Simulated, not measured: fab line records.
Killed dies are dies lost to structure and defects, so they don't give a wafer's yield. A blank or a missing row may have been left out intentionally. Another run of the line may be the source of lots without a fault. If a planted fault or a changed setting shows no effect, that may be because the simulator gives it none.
Chamber matching :: flow n5Finfet :: N5_BEOL_M6_ETCH_72 on rieDiel-04 has 4 sister chambers
The step etches underlayer in N2/H2, target depth 6.5 nm, time 5.2 s. 24 wafers are shown with their chamber, then 12 later ones without.

WAFERS WITH THEIR CHAMBER
wafer: L074.1
chamber: 3
showerheadPlenumPTorr (Torr): 2.46
drypumpMotorCurrentA (A): 5.2
oesProductAu (a.u.): 0.70

wafer: L074.3
chamber: 0
showerheadPlenumPTorr (Torr): 2.45
drypumpMotorCurrentA (A): 6.0
oesProductAu (a.u.): 0.66

wafer: L074.4
chamber: 2
showerheadPlenumPTorr (Torr): 2.53
drypumpMotorCurrentA (A): 6.0
oesProductAu (a.u.): 0.60

wafer: L076.4
chamber: 0
showerheadPlenumPTorr (Torr): 2.45
drypumpMotorCurrentA (A): 6.0
oesProductAu (a.u.): 0.65

wafer: L076.5
chamber: 2
showerheadPlenumPTorr (Torr): 2.52
drypumpMotorCurrentA (A): 6.0
oesProductAu (a.u.): 0.59

wafer: L076.6
chamber: 1
showerheadPlenumPTorr (Torr): 2.62
drypumpMotorCurrentA (A): 5.8
oesProductAu (a.u.): 0.82

wafer: L078.1
chamber: 0
showerheadPlenumPTorr (Torr): 2.45
drypumpMotorCurrentA (A): 6.0
oesProductAu (a.u.): 0.66

wafer: L078.2
chamber: 1
showerheadPlenumPTorr (Torr): 2.62
drypumpMotorCurrentA (A): 5.8
oesProductAu (a.u.): 0.80

wafer: L078.3
chamber: 2
showerheadPlenumPTorr (Torr): 2.52
drypumpMotorCurrentA (A): 6.0
oesProductAu (a.u.): 0.60

wafer: L079.2
chamber: 2
showerheadPlenumPTorr (Torr): 2.52
drypumpMotorCurrentA (A): 6.0
oesProductAu (a.u.): 0.59

wafer: L079.4
chamber: 3
showerheadPlenumPTorr (Torr): 2.45
drypumpMotorCurrentA (A): 5.1
oesProductAu (a.u.): 0.69

wafer: L079.5
chamber: 1
showerheadPlenumPTorr (Torr): 2.62
drypumpMotorCurrentA (A): 5.8
oesProductAu (a.u.): 0.79

wafer: L082.1
chamber: 3
showerheadPlenumPTorr (Torr): 2.45
drypumpMotorCurrentA (A): 5.1
oesProductAu (a.u.): 0.68

wafer: L082.3
chamber: 0
showerheadPlenumPTorr (Torr): 2.44
drypumpMotorCurrentA (A): 5.9
oesProductAu (a.u.): 0.66

wafer: L082.4
chamber: 1
showerheadPlenumPTorr (Torr): 2.62
drypumpMotorCurrentA (A): 5.9
oesProductAu (a.u.): 0.78

wafer: L080.1
chamber: 1
showerheadPlenumPTorr (Torr): 2.61
drypumpMotorCurrentA (A): 5.9
oesProductAu (a.u.): 0.78

wafer: L080.4
chamber: 0
showerheadPlenumPTorr (Torr): 2.44
drypumpMotorCurrentA (A): 5.9
oesProductAu (a.u.): 0.65

wafer: L080.5
chamber: 0
showerheadPlenumPTorr (Torr): 2.44
drypumpMotorCurrentA (A): 5.9
oesProductAu (a.u.): 0.66

wafer: L083.3
chamber: 2
showerheadPlenumPTorr (Torr): 2.52
drypumpMotorCurrentA (A): 6.0
oesProductAu (a.u.): 0.58

wafer: L083.5
chamber: 0
showerheadPlenumPTorr (Torr): 2.44
drypumpMotorCurrentA (A): 6.0
oesProductAu (a.u.): 0.65

wafer: L083.6
chamber: 3
showerheadPlenumPTorr (Torr): 2.45
drypumpMotorCurrentA (A): 5.1
oesProductAu (a.u.): 0.68

wafer: L085.2
chamber: 0
showerheadPlenumPTorr (Torr): 2.44
drypumpMotorCurrentA (A): 6.0
oesProductAu (a.u.): 0.66

wafer: L085.4
chamber: 1
showerheadPlenumPTorr (Torr): 2.61
drypumpMotorCurrentA (A): 5.8
oesProductAu (a.u.): 0.77

wafer: L085.6
chamber: 1
showerheadPlenumPTorr (Torr): 2.61
drypumpMotorCurrentA (A): 5.8
oesProductAu (a.u.): 0.77

SIGNATURES, as means of the wafers listed above
reading: showerheadPlenumPTorr
chamber 0: 2.4438
chamber 1: 2.6157
chamber 2: 2.5220
chamber 3: 2.4525
scatter within a chamber: 0.00507

reading: drypumpMotorCurrentA
chamber 0: 5.963
chamber 1: 5.829
chamber 2: 6.000
chamber 3: 5.125
scatter within a chamber: 0.045

reading: oesProductAu
chamber 0: 0.6562
chamber 1: 0.7871
chamber 2: 0.5920
chamber 3: 0.6875
scatter within a chamber: 0.0116
Rule: a wafer's distance from a chamber is the root of the sum, over the readings, of the square of ((its reading less the chamber's mean) divided by the reading's scatter). The wafer belongs to the nearest chamber; if the next one is less than 2 further off, it can't be placed. The scatter: take each reading less its chamber's mean, square it, sum over the shown wafers, divide by the number of wafers less the number of chambers, and take the root.

WAFERS WHOSE CHAMBER IS MISSING
wafer: L090.2
showerheadPlenumPTorr (Torr): 2.45
drypumpMotorCurrentA (A): 5.1
oesProductAu (a.u.): 0.67

wafer: L090.3
showerheadPlenumPTorr (Torr): 2.51
drypumpMotorCurrentA (A): 6.0
oesProductAu (a.u.): 0.59

wafer: L090.5
showerheadPlenumPTorr (Torr): 2.44
drypumpMotorCurrentA (A): 6.0
oesProductAu (a.u.): 0.65

wafer: L093.2
showerheadPlenumPTorr (Torr): 2.51
drypumpMotorCurrentA (A): 6.0
oesProductAu (a.u.): 0.58

wafer: L093.5
showerheadPlenumPTorr (Torr): 2.51
drypumpMotorCurrentA (A): 6.0
oesProductAu (a.u.): 0.57

wafer: L093.6
showerheadPlenumPTorr (Torr): 2.44
drypumpMotorCurrentA (A): 5.2
oesProductAu (a.u.): 0.66

wafer: L094.2
showerheadPlenumPTorr (Torr): 2.44
drypumpMotorCurrentA (A): 5.1
oesProductAu (a.u.): 0.65

wafer: L094.4
showerheadPlenumPTorr (Torr): 2.61
drypumpMotorCurrentA (A): 5.9
oesProductAu (a.u.): 0.73

wafer: L094.5
showerheadPlenumPTorr (Torr): 2.44
drypumpMotorCurrentA (A): 5.1
oesProductAu (a.u.): 0.66

wafer: L097.1
showerheadPlenumPTorr (Torr): 2.43
drypumpMotorCurrentA (A): 5.9
oesProductAu (a.u.): 0.64

wafer: L097.3
showerheadPlenumPTorr (Torr): 2.60
drypumpMotorCurrentA (A): 5.9
oesProductAu (a.u.): 0.73

wafer: L097.4
showerheadPlenumPTorr (Torr): 2.51
drypumpMotorCurrentA (A): 6.0
oesProductAu (a.u.): 0.57

THE CHAMBER EACH PASSED THROUGH
wafer: L090.2
from the rows above: 3
in truth: 3

wafer: L090.3
from the rows above: 2
in truth: 2

wafer: L090.5
from the rows above: 0
in truth: 0

wafer: L093.2
from the rows above: 2
in truth: 2

wafer: L093.5
from the rows above: 2
in truth: 2

wafer: L093.6
from the rows above: 3
in truth: 3

wafer: L094.2
from the rows above: 3
in truth: 3

wafer: L094.4
from the rows above: 1
in truth: 1

wafer: L094.5
from the rows above: 3
in truth: 3

wafer: L097.1
from the rows above: 0
in truth: 0

wafer: L097.3
from the rows above: 1
in truth: 1

wafer: L097.4
from the rows above: 2
in truth: 2
Placed correctly: 12 of 12. Not placeable from these rows: 0. Number placed wrongly: 0.
